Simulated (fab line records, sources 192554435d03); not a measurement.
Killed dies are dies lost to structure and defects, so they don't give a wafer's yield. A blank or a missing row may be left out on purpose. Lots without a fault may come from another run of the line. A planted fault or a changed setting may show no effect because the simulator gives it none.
fab line records | flow n5_finfet
record lots=5 wafers=15 last_day=18
route steps=1938 shown FIN_CUT@164 BEOL_M4@1111 PASSIVATION@1936
lots that met no fault: from a run of the same line without faults
start_h: hours from the record's first day to the start of the lot's first wafer shown | wait_h: hours since the lot's step before | " the same as in the row above | L1.1+2: a row that stands for several wafers | - no value, or no start given | * or withheld: withheld | < > ~ a bound
route shown NAME@n: a module of which the file shows steps, and the number in the route of the first | usual: mean/standard deviation of fault-free wafers | same: alike in all rows | chamber/n: place in a boat | sites: the reading at each site | _std_site: their standard deviation | _edge_site: outer sites' mean less inner sites' | radius_mm: how far each site lies from the wafer's centre | mask NAME#n: copy n | behind: the tool/chamber that last shaped the wafer | hold: why the lot was held/for how many hours/how that ended | device: the transistor (n, p or np) that didn't switch | end of line: the same wafers' tests at the end of the route | a step without rows: its recipe alone | killed: dies lost to structure and defects at the first sort, not the wafer's yield | map: a wafer's dies, x killed, . not, _ none there
set.NAME: the setting as run; set.NAME@STEP: as run at that earlier step | model.NAME: the simulator's own value behind a step, which no gauge read
lots at some steps of the route; a table a step, a row a wafer
services: from which hour (start_h, from the record's first day; less than 0 if before it) a tool's chamber was out of use, for how many hours, and why
## steps
# step N5_FIN_CUT_OVL_MEAS_09
# recipe points_per_wafer=522
# usual FIN_CUT_OVL=-0.6/0.68
# columns lot.wafer tool chamber start_h wait_h FIN_CUT_OVL[nm]
L352.1 overlay-02 0 32.17 0.0 0.7
L352.3 " 0 " " -1.2
L352.5 " 0 " " 0.0
L360.2 overlay-01 0 80.48 0.0 -1.6
L360.3 " 0 " " -1.3
L360.4 " 0 " " -1.0
L366.2 overlay-02 0 117.78 0.0 0.4
L366.5 " 0 " " -0.6
L366.6 " 0 " " -0.8
L368.1 overlay-02 0 128.76 0.0 -1.3
L368.2 " 0 " " -1.6
L368.4 " 0 " " -2.1
L373.2 overlay-01 0 158.94 0.0 -0.9
L373.4 " 0 " " 0.3
L373.6 " 0 " " -0.9
# step N5_FIN_CUT_INSPECT_10
# recipe mode=adi inspect_instrument=brightfield
# usual raw_defect_count=42/12
# columns lot.wafer tool chamber start_h wait_h raw_defect_count
L352.1 defect_inspect-02 - 32.23 0.1 38
L352.3 " - " " 43
L352.5 " - " " 48
L360.2 defect_inspect-02 - 80.53 0.0 27
L360.3 " - " " 36
L360.4 " - " " 50
L366.2 defect_inspect-01 - 117.83 0.0 35
L366.5 " - " " 62
L366.6 " - " " 34
L368.1 defect_inspect-02 - 128.82 0.1 46
L368.2 " - " " 25
L368.4 " - " " 38
L373.2 defect_inspect-01 - 159.00 0.0 50
L373.4 " - " " 52
L373.6 " - " " 43
# step N5_FIN_CUT_DESCUM_13
# recipe chemistry=O2 time_s=7 source_power_w=50 bias_power_w=20 pressure_mtorr=20 rf_frequency_hz=2.712e+07 temp_c=40 resist=CAR-EUV o2_flow_sccm=225
# usual drypump_motor_current_A=5.7/0.46 oes_product_au=0.80/0.073 rf_vpp_V=243.3/1.3 showerhead_plenum_p_Torr=2.11/0.068 throttle_valve_pct=20.32/0.19
# columns lot.wafer tool chamber start_h wait_h drypump_motor_current_A oes_product_au rf_hours_counter_h rf_vpp_V showerhead_plenum_p_Torr throttle_valve_pct
L352.1 rie_diel-05 1 32.27 0.0 6.5 0.70 217 243.7 2.07 20.51
L352.3 " 0 " " 5.6 0.73 162 241.9 2.10 20.57
L352.5 " 3 " " 6.1 0.81 - 243.9 2.13 20.35
L360.2 rie_diel-03 0 80.74 0.2 5.4 0.79 131 242.7 2.10 20.25
L360.3 " 3 " " 5.1 0.87 57 245.1 2.21 20.30
L360.4 " 1 " " 5.4 0.96 6 242.5 2.05 20.08
L366.2 rie_diel-06 3 117.87 0.0 5.7 0.76 136 244.2 2.17 20.24
L366.5 " 2 " " 6.0 0.81 - 243.7 2.13 20.69
L366.6 " 3 " " 5.7 0.77 - 244.8 2.17 20.25
L368.1 rie_diel-03 0 128.85 0.0 5.5 0.77 147 244.6 2.10 20.26
L368.2 " 3 " " 5.1 0.85 73 244.2 2.21 20.33
L368.4 " 1 " " 5.4 0.93 21 241.5 2.04 20.08
L373.2 rie_diel-03 1 159.05 0.1 5.4 0.90 32 241.4 2.04 20.12
L373.4 " 3 " " 5.1 0.84 82 244.9 2.20 20.36
L373.6 " 0 " " 5.5 0.77 - 242.6 2.10 20.27
# step N5_FIN_CUT_ETCH_30
# recipe chemistry=N2/H2 target=underlayer target_depth_a=130 mask_material=CAR-EUV time_s=10.4 ion_energy_ev=200 pressure_mtorr=30 source_w=840 bias_w=150 n2_flow_sccm=200 h2_flow_sccm=200 ends=cleared
# usual bias_w=150.0/0.46 drypump_motor_current_A=5.7/0.46 etch_rf_on_time_s=10.31/0.26 oes_product_au=0.69/0.062 rf_vpp_V=524.5/2.4 showerhead_plenum_p_Torr=2.56/0.085 throttle_valve_pct=17.75/0.22
# columns lot.wafer tool chamber start_h wait_h bias_w drypump_motor_current_A etch_rf_on_time_s oes_product_au rf_hours_counter_h rf_vpp_V showerhead_plenum_p_Torr throttle_valve_pct
L352.1 rie_diel-05 1 32.30 0.0 150.1 6.5 10.23 0.59 217 523.1 2.51 17.96
L352.3 " 0 " " 150.2 5.6 10.80 0.62 162 523.4 2.53 17.90
L352.5 " 3 " " 150.3 6.1 10.45 0.70 - 524.4 2.57 17.83
L360.2 rie_diel-03 0 80.78 0.0 149.7 5.5 10.27 0.68 131 525.0 2.56 17.66
L360.3 " 3 " " 149.7 5.1 10.69 0.73 57 528.0 2.69 17.80
L360.4 " 1 " " 149.7 5.4 9.98 0.83 6 522.4 2.48 17.34
L366.2 rie_diel-06 3 117.90 0.0 149.9 5.7 10.80 0.65 136 527.0 2.64 17.71
L366.5 " 2 " " 149.8 6.1 10.57 0.68 - 523.8 2.57 18.12
L366.6 " 3 " " 150.4 5.7 10.68 0.65 - 527.6 2.64 17.71
L368.1 rie_diel-03 0 128.89 0.0 150.3 5.5 10.20 0.66 147 525.0 2.55 17.68
L368.2 " 3 " " 149.2 5.1 10.68 0.71 73 527.3 2.68 17.82
L368.4 " 1 " " 150.5 5.4 9.88 0.80 21 523.6 2.47 17.38
L373.2 rie_diel-03 1 159.09 0.0 150.4 5.4 9.98 0.77 32 520.2 2.47 17.39
L373.4 " 3 " " 150.1 5.1 10.80 0.70 82 527.8 2.68 17.83
L373.6 " 0 " " 149.9 5.5 10.30 0.65 - 525.0 2.55 17.70
# step N5_FIN_CUT_ETCH_20
# recipe chemistry=CF4 target=SiARC target_depth_a=260 mask_material=CAR-EUV time_s=43.3 ion_energy_ev=80 pressure_mtorr=40 source_w=545 bias_w=36 Ar_flow_sccm=100 cf4_flow_sccm=100 ends=cleared
# usual bias_w=35.99/0.12 cf4_flow_sccm=99.9/0.31 drypump_motor_current_A=5.7/0.46 etch_rf_on_time_s=42.9/1 mfc_ar_sccm=100.00/0.27 oes_product_au=0.69/0.063 rf_vpp_V=184.2/1.1 showerhead_plenum_p_Torr=2.16/0.069 throttle_valve_pct=15.53/0.16
# columns lot.wafer tool chamber start_h wait_h bias_w cf4_flow_sccm drypump_motor_current_A etch_rf_on_time_s mfc_ar_sccm oes_product_au rf_hours_counter_h rf_vpp_V showerhead_plenum_p_Torr throttle_valve_pct
L352.1 rie_diel-05 1 32.32 0.0 35.99 99.6 6.5 42.8 100.04 0.59 217 184.4 2.12 15.73
L352.3 " 0 " " 36.05 99.8 5.6 44.0 99.70 0.64 162 183.7 2.14 15.71
L352.5 " 3 " " 36.02 99.6 6.1 42.8 100.35 0.70 - 185.6 2.15 15.39
L360.2 rie_diel-03 0 80.80 0.0 35.92 100.2 5.5 43.0 99.73 0.67 131 184.0 2.14 15.41
L360.3 " 3 " " 36.04 99.7 5.1 44.4 100.19 0.73 57 184.7 2.27 15.54
L360.4 " 1 " " 36.13 99.8 5.4 41.3 100.32 0.83 6 184.3 2.11 15.29
L366.2 rie_diel-06 3 117.92 0.0 36.15 100.1 5.7 45.2 99.91 0.64 136 183.2 2.24 15.57
L366.5 " 2 " " 35.83 99.7 6.1 43.6 100.01 0.68 - 184.4 2.17 15.75
L366.6 " 3 " " 36.14 100.1 5.7 45.0 100.21 0.64 - 186.0 2.24 15.56
L368.1 rie_diel-03 0 128.91 0.0 36.08 99.5 5.5 42.5 99.95 0.66 147 184.7 2.14 15.43
L368.2 " 3 " " 35.97 100.5 5.1 43.9 100.25 0.72 73 185.8 2.26 15.59
L368.4 " 1 " " 36.02 99.6 5.4 41.0 99.82 0.80 21 183.4 2.10 15.31
L373.2 rie_diel-03 1 159.11 0.0 35.96 100.0 5.4 40.7 100.28 0.78 32 185.0 2.10 15.33
L373.4 " 3 " " 35.89 100.3 5.1 44.1 100.03 0.70 82 185.2 2.26 15.60
L373.6 " 0 " " 35.78 100.0 5.5 42.1 100.04 0.65 - 183.1 2.13 15.46
# step N5_FIN_CUT_ETCH_21
# recipe chemistry=N2/H2 target=SOC target_depth_a=2190 overetch_a=438 mask_material=SiARC temp_c=40 ion_energy_ev=100 bias_w=61 time_s=523.5 pressure_mtorr=30 source_w=850 n2_flow_sccm=200 h2_flow_sccm=200
# step N5_FIN_CUT_STRIP_23
# recipe chemistry=N2/H2 temp_c=40 n2_flow_sccm=200 h2_flow_sccm=200 rf_frequency_hz=6e+07
# step N5_FIN_CUT_STRIP_31
# recipe chemistry=N2/H2 temp_c=40 n2_flow_sccm=200 h2_flow_sccm=200 rf_frequency_hz=6e+07
# step N5_FIN_CUT_STRIP_24
# recipe chemistry=CF4 resist=SiARC power_w=300 bias_power_w=75 pressure_mtorr=50 cf4_flow_sccm=150 rf_frequency_hz=6e+07
# step N5_FIN_CUT_CUT_ETCH_26
# recipe chemistry=CH3F/O2 target=SiNx target_depth_a=390 mask_material=SOC time_s=55.7 pressure_mtorr=30 source_w=395 bias_w=73 Ar_flow_sccm=150 CH3F_flow_sccm=30 O2_flow_sccm=20 ion_energy_ev=120
# usual bias_w=73.00/0.21 drypump_motor_current_A=5.7/0.47 mfc_ar_sccm=149.9/0.43 oes_product_au=0.80/0.072 rf_vpp_V=298/6.1 showerhead_plenum_p_Torr=2.02/0.068 throttle_valve_pct=16.27/0.16
# columns lot.wafer tool chamber start_h wait_h bias_w drypump_motor_current_A mfc_ar_sccm oes_product_au rf_hours_counter_h rf_vpp_V showerhead_plenum_p_Torr throttle_valve_pct
L352.1 rie_diel-05 1 32.70 0.0 72.89 6.5 150.3 0.69 217 303 1.98 16.49
L352.3 " 0 " " 72.77 5.6 150.1 0.73 163 291 1.99 16.41
L352.5 " 3 " " 72.87 6.1 149.9 0.82 - 302 2.02 16.20
L360.2 rie_diel-03 0 81.18 0.0 72.89 5.5 150.2 0.78 131 304 2.00 16.10
L360.3 " 3 " " 73.16 5.1 149.4 0.85 57 291 2.12 16.29
L360.4 " 1 " " 73.31 5.4 150.0 0.97 7 286 1.97 16.08
L366.2 rie_diel-06 3 118.30 0.0 73.29 5.7 149.5 0.77 136 303 2.10 16.33
L366.5 " 2 " " 73.05 6.1 149.2 0.80 - 291 2.03 16.53
L366.6 " 3 " " 73.11 5.7 149.8 0.76 - 304 2.10 16.34
L368.1 rie_diel-03 0 129.29 0.0 72.95 5.5 150.5 0.78 147 303 1.99 16.14
L368.2 " 3 " " 72.98 5.1 149.1 0.83 73 292 2.11 16.30
L368.4 " 1 " " 73.09 5.4 149.4 0.92 22 286 1.97 16.08
L373.2 rie_diel-03 1 159.49 0.0 73.03 5.4 150.5 0.91 32 286 1.96 16.11
L373.4 " 3 " " 72.70 5.1 150.4 0.83 82 291 2.11 16.33
L373.6 " 0 " " 73.10 5.5 150.0 0.77 - 304 1.99 16.16
# step N5_FIN_CUT_CUT_ETCH_27
# recipe chemistry=CHF3/O2 target=SiO2 target_depth_a=40 mask_material=SOC overetch_a=20 time_s=4.9 pressure_mtorr=30 source_w=650 bias_w=170 Ar_flow_sccm=200 CHF3_flow_sccm=50 O2_flow_sccm=5 ion_energy_ev=200
# step N5_FIN_CUT_PRECLEAN_35
# recipe time_s=13.3 temp_c=45 pressure_torr=125 p_hf_torr=3 p_coreactant_torr=25 chemistry=vHF
# step N5_FIN_CUT_CUT_ETCH_15
# recipe chemistry=HBr/Cl2/O2 target=Si target_depth_a=1000 bt_time_s=10 mask_material=SOC time_s=42.4 ion_energy_ev=* bias_w=* pressure_mtorr=10 icp_w=800 HBr_flow_sccm=150 Cl2_flow_sccm=80 O2_flow_sccm=12
# usual bias_w=* drypump_motor_current_A=5.7/0.45 oes_product_au=0.994/0.02 throttle_valve_pct=37.0/0.31
# same bt_time_s=10
# columns lot.wafer tool chamber start_h wait_h bias_w drypump_motor_current_A oes_product_au rf_hours_counter_h throttle_valve_pct
L352.1 rie_si-04 2 32.90 0.1 * 5.4 0.975 164 36.6
L352.3 " 3 " " * 6.5 1.026 175 36.5
L352.5 " 0 " " * 6.1 1.021 - 37.4
L360.2 rie_si-01 0 81.37 0.1 * 5.8 0.973 32 37.1
L360.3 " 2 " " * 5.7 0.996 55 36.7
L360.4 " 1 " " * 5.4 0.998 113 37.0
L366.2 rie_si-06 3 118.50 0.1 * 5.1 0.985 181 37.5
L366.5 " 0 " " * 5.6 0.994 - 37.3
L366.6 " 3 " " * 5.1 0.985 - 37.5
L368.1 rie_si-04 0 129.49 0.1 * 6.1 1.025 157 37.4
L368.2 " 3 " " * 6.4 1.016 176 36.5
L368.4 " 1 " " * 6.0 1.017 4 37.0
L373.2 rie_si-01 3 159.68 0.1 * 6.1 0.971 122 36.8
L373.4 " 1 " " * 5.4 1.004 114 37.1
L373.6 " 0 " " * 5.8 0.967 - 37.1
# step N5_FIN_CUT_CUT_ETCH_28
# recipe chemistry=HBr/Cl2/O2 target=Si target_depth_a=60 mask_material=SOC time_s=2.4 ion_energy_ev=* bias_w=* pressure_mtorr=10 icp_w=800 HBr_flow_sccm=150 Cl2_flow_sccm=80 O2_flow_sccm=12
# usual bias_w=* drypump_motor_current_A=5.7/0.45 oes_product_au=0.994/0.019 throttle_valve_pct=37.0/0.31
# columns lot.wafer tool chamber start_h wait_h bias_w drypump_motor_current_A oes_product_au rf_hours_counter_h throttle_valve_pct
L352.1 rie_si-04 2 32.95 0.0 * 5.4 0.974 164 36.6
L352.3 " 3 " " * 6.4 1.018 175 36.5
L352.5 " 0 " " * 6.1 1.025 - 37.3
L360.2 rie_si-01 0 81.43 0.0 * 5.8 0.972 32 37.1
L360.3 " 2 " " * 5.7 0.990 55 36.7
L360.4 " 1 " " * 5.4 0.991 113 37.1
L366.2 rie_si-06 3 118.55 0.0 * 5.1 0.986 181 37.4
L366.5 " 0 " " * 5.5 0.997 - 37.3
L366.6 " 3 " " * 5.1 0.990 - 37.4
L368.1 rie_si-04 0 129.54 0.0 * 6.0 1.019 157 37.4
L368.2 " 3 " " * 6.4 1.026 176 36.5
L368.4 " 1 " " * 6.0 1.016 4 37.0
L373.2 rie_si-01 3 159.74 0.0 * 6.2 0.969 122 36.8
L373.4 " 1 " " * 5.4 0.998 114 37.1
L373.6 " 0 " " * 5.8 0.967 - 37.1
# step N5_BEOL_M4_RC_MEAS_101
# usual DIBL_N=36.7/1.8 DIBL_P=37.0/2.4 IOFF_N=0.17/0.036 IOFF_P=0.22/0.042 ION_N=673/12 ION_P=462/8.5 SS_N=71.7/0.62 SS_P=73.4/0.65 VT_N=250/3.7 VT_P=-250/3.7
# columns lot.wafer tool chamber start_h wait_h DIBL_N[mV/V] DIBL_P[mV/V] IOFF_N[nA/um] IOFF_P[nA/um] ION_N[uA/um] ION_P[uA/um] SS_N[mV/dec] SS_P[mV/dec] VT_N[mV] VT_P[mV]
L352.1 prober-02 0 188.41 0.0 39.1 40.7 0.22 0.28 691 466 72.4 74.2 246 -246
L352.3 " 0 " " 36.9 37.5 0.17 0.22 682 458 71.5 74.2 248 -248
L352.5 " 0 " " 37.7 38.7 0.18 0.22 676 456 72.0 73.9 249 -250
L360.2 prober-01 0 237.86 0.2 38.3 38.7 0.21 0.30 680 474 72.5 73.0 247 -242
L360.3 " 0 " " 34.6 34.8 0.15 0.23 677 479 71.1 72.4 247 -241
L360.4 " 0 " " 36.7 37.2 0.18 0.27 677 472 71.8 73.1 248 -245
L366.2 prober-02 0 270.03 0.2 39.2 42.2 0.26 0.34 694 479 71.5 74.5 244 -242
L366.5 " 0 " " 38.5 41.4 0.24 0.31 704 479 72.3 73.5 242 -242
L366.6 " 0 " " 38.1 39.3 0.20 0.28 684 472 71.8 73.9 247 -245
L368.1 prober-02 0 282.67 0.0 41.1 42.3 0.28 0.34 690 472 72.6 74.6 242 -242
L368.2 " 0 " " 37.4 39.0 0.19 0.27 685 476 71.9 73.4 242 -244
L368.4 " 0 " " 40.6 43.1 0.30 0.37 707 482 72.6 74.9 239 -240
L373.2 prober-02 0 330.89 0.2 34.9 35.7 0.13 0.21 667 469 71.4 72.5 251 -250
L373.4 " 0 " " 36.9 37.2 0.17 0.22 665 455 72.2 73.6 252 -251
L373.6 " 0 " " 37.0 38.2 0.18 0.25 678 473 72.4 72.9 250 -250
# step N5_PASSIVATION_PROBE_49
# usual defect_limited_yield=91.1/1.4 killed_at_M0_to_M3=32/9.3 killed_at_M4_up=13/5.8 killed_at_contacts=12/6.3 killed_at_front_end=44/12 killed_at_other=3.6/2.7 killed_dies=104/17 killed_open=69/13 killed_short=34/6.9 sort_bin_4_leakage=0.00/0.031 sort_bin_5_function=5.2/0.98 sort_bin_6_memory=3.3/0.59 sort_n_pass=1075/17 sort_yield_pct=91.1/1.4
# same gross_dies=1180 killed_at_back_side=0 sort_bin_8_speed[%]=0
# columns lot.wafer tool chamber start_h wait_h defect_limited_yield[%] killed_at_M0_to_M3 killed_at_M4_up killed_at_contacts killed_at_front_end killed_at_other killed_dies killed_open killed_short sort_bin_4_leakage[%] sort_bin_5_function[%] sort_bin_6_memory[%] sort_n_pass sort_yield_pct[%]
L352.1 prober-01 - 292.60 0.0 91.0 43 11 7 45 0 106 84 22 0 5.8 3.1 1074 91.0
L352.3 prober-01 - 292.70 0.1 92.7 25 12 12 35 2 86 57 28 0 3.9 3.3 1094 92.7
L352.5 prober-01 - 292.80 0.2 92.7 22 4 3 55 2 86 44 36 0 3.5 2.8 1094 92.7
L360.2 prober-02 - 340.37 0.1 90.3 45 11 11 46 2 115 76 38 0 6.7 2.8 1065 90.3
L360.3 prober-02 - 340.42 0.1 91.2 28 13 7 49 7 104 63 39 0 5.3 3.0 1076 91.2
L360.4 prober-02 - 340.47 0.2 93.6 14 9 16 33 4 76 42 33 0 3.7 2.2 1104 93.6
L366.2 prober-02 - 391.13 0.1 91.9 12 17 23 43 1 96 65 29 0.08 4.6 3.1 1083 91.8
L366.5 prober-02 - 391.28 0.2 90.3 31 32 11 35 5 114 78 28 0 6.3 2.5 1066 90.3
L366.6 prober-02 - 391.33 0.3 91.9 25 20 8 42 0 95 63 30 0 4.2 3.6 1085 91.9
L368.2 prober-01 - 398.22 0.1 93.1 18 10 17 36 1 82 57 25 0 3.9 2.5 1098 93.1
L368.4 prober-01 - 398.32 0.2 92.3 28 14 14 35 0 91 62 27 0.25 4.6 2.8 1086 92.0
# killed by level:class
L352.1 FIN_SAQP:geometric_particle:open=24 BEOL_M2:geometric_particle:open=13 BEOL_M3:geometric_particle:open=10 FIN_SAQP:geometric_particle:short=7 BEOL_M0_SAQP:geometric_particle:open=7 MOL_CONTACT_COAG:geometric_particle:open=5 BEOL_M1:geometric_particle:open=4 BEOL_M4:geometric_particle:open=4
L352.3 MOL_CONTACT_COAG:geometric_particle:open=10 FIN_SAQP:geometric_particle:open=9 FIN_SAQP:geometric_particle:short=8 BEOL_M0_SAQP:geometric_particle:short=8 STI_FIN_REVEAL:geometric_particle:open=6 DUMMY_GATE:geometric_particle:open=5 BEOL_M3:geometric_particle:open=4 ILD0:geometric_particle:open=3
L352.5 FIN_SAQP:geometric_particle:short=19 FIN_SAQP:geometric_particle:open=15 HKMG_FIN:area_etch=6 STI_FIN_REVEAL:geometric_particle:open=5 BEOL_M0_SAQP:geometric_particle:short=5 GATE_CUT:geometric_particle:open=3 BEOL_M0:geometric_particle:open=3 BEOL_M1:geometric_particle:open=3
L360.2 STI_FIN_REVEAL:geometric_particle:open=14 MOL_CONTACT_COAG:geometric_particle:open=10 BEOL_M0_SAQP:geometric_particle:open=10 FIN_SAQP:geometric_particle:short=8 FIN_SAQP:geometric_particle:open=7 BEOL_M0_SAQP:geometric_particle:short=7 BEOL_M3:geometric_particle:open=7 BEOL_M2:geometric_particle:open=6
L360.3 FIN_SAQP:geometric_particle:open=11 FIN_SAQP:geometric_particle:short=11 STI_FIN_REVEAL:geometric_particle:open=9 MOL_CONTACT_COAG:geometric_particle:open=7 STI_FIN_REVEAL:geometric_particle:short=6 BEOL_M0_SAQP:geometric_particle:open=6 BEOL_M5:geometric_particle:open=5 PASS1_CAP:geometric_particle:short=5
L360.4 MOL_CONTACT_COAG:geometric_particle:open=12 FIN_SAQP:geometric_particle:open=8 FIN_SAQP:geometric_particle:short=8 MOL_CONTACT_COAG:geometric_particle:short=4 BEOL_M0_SAQP:geometric_particle:short=4 STI_FIN_REVEAL:geometric_particle:open=3 PASS1_CAP:geometric_particle:short=3 STARTING-WAFER:geometric_particle:open=3
L366.2 MOL_CONTACT_COAG:geometric_particle:open=16 FIN_SAQP:geometric_particle:open=10 GATE_CUT:geometric_particle:short=8 BEOL_M4:geometric_particle:open=8 MOL_CONTACT_COAG:geometric_particle:short=7 STI_FIN_REVEAL:geometric_particle:open=5 GATE_CUT:geometric_particle:open=5 BEOL_M0_SAQP:geometric_particle:short=4
L366.5 BEOL_M4:geometric_particle:open=17 BEOL_M2:geometric_particle:open=12 FIN_SAQP:geometric_particle:open=8 MOL_CONTACT_COAG:geometric_particle:open=8 HKMG_FIN:area_etch=7 DUMMY_GATE:geometric_particle:open=6 BEOL_M0_SAQP:geometric_particle:open=6 FIN_SAQP:geometric_particle:short=5
L366.6 DUMMY_GATE:geometric_particle:open=8 BEOL_M0_SAQP:geometric_particle:open=8 FIN_SAQP:geometric_particle:short=6 STI_FIN_REVEAL:geometric_particle:open=6 BEOL_M1:geometric_particle:open=6 GATE_CUT:geometric_particle:open=5 MOL_CONTACT_COAG:geometric_particle:open=5 BEOL_M0_SAQP:geometric_particle:short=5
L368.2 MOL_CONTACT_COAG:geometric_particle:open=15 FIN_SAQP:geometric_particle:open=13 FIN_SAQP:geometric_particle:short=7 BEOL_M4:geometric_particle:open=7 GATE_CUT:geometric_particle:open=5 GATE_CUT:geometric_particle:short=4 BEOL_M0_SAQP:geometric_particle:open=4 BEOL_M0_SAQP:geometric_particle:short=4
L368.4 FIN_SAQP:geometric_particle:open=16 MOL_CONTACT_COAG:geometric_particle:open=7 MOL_CONTACT_COAG:geometric_particle:short=7 BEOL_M4:geometric_particle:open=7 BEOL_M1:geometric_particle:open=6 FIN_SAQP:geometric_particle:short=5 BEOL_M2:geometric_particle:open=5 BEOL_M0_SAQP:geometric_particle:short=4
## services
# columns tool chamber start_h hours kind
rie_diel-03 3 19.67 2.8 repair
rie_si-06 3 23.44 1.9 repair
rie_si-06 3 27.42 1.4 repair
rie_diel-03 1 29.38 - clean
rie_diel-03 1 29.38 - consumable_replace:focus_ring
rie_diel-03 1 29.38 28.7 scheduled_down
rie_diel-03 1 29.38 28.7 vent_cycle
rie_si-01 3 31.87 8.5 repair
rie_diel-06 2 32.85 16.9 repair
rie_si-04 3 45.57 4.1 repair
rie_si-04 - 50.82 2.2 repair
rie_diel-05 0 51.68 3.7 repair
rie_si-04 - 54.79 0.3 repair
rie_si-01 - 67.96 0.6 repair
rie_diel-06 1 68.99 2.8 repair
rie_diel-06 1 75.09 4.7 repair
rie_si-06 1 81.23 2.9 repair
rie_diel-06 1 99.01 14.3 repair
rie_diel-03 2 102.53 7.6 repair
rie_si-01 1 107.74 7.3 repair
rie_si-04 2 121.91 6.5 repair
rie_diel-05 1 134.88 12.3 repair
rie_si-01 2 139.71 5.5 repair
rie_diel-06 1 142.70 5.8 repair
## key
first_sign step=N5_FIN_CUT_CUT_ETCH_15 reading=bias_w direction=up sigmas=15 usual=* struck=*
effect none on later readings
met_at N5_FIN_CUT_CUT_ETCH_15
struck_wafers L368.2
onset_between 32.90 129.49
fault kind=process_parameter_drift tool=rie_si-04 chamber=3 onset_h=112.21 steps=N5_FIN_CUT_CUT_ETCH_15 channel=bias_w offset=* shape=step end_h=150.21 acts_in=* stated=*
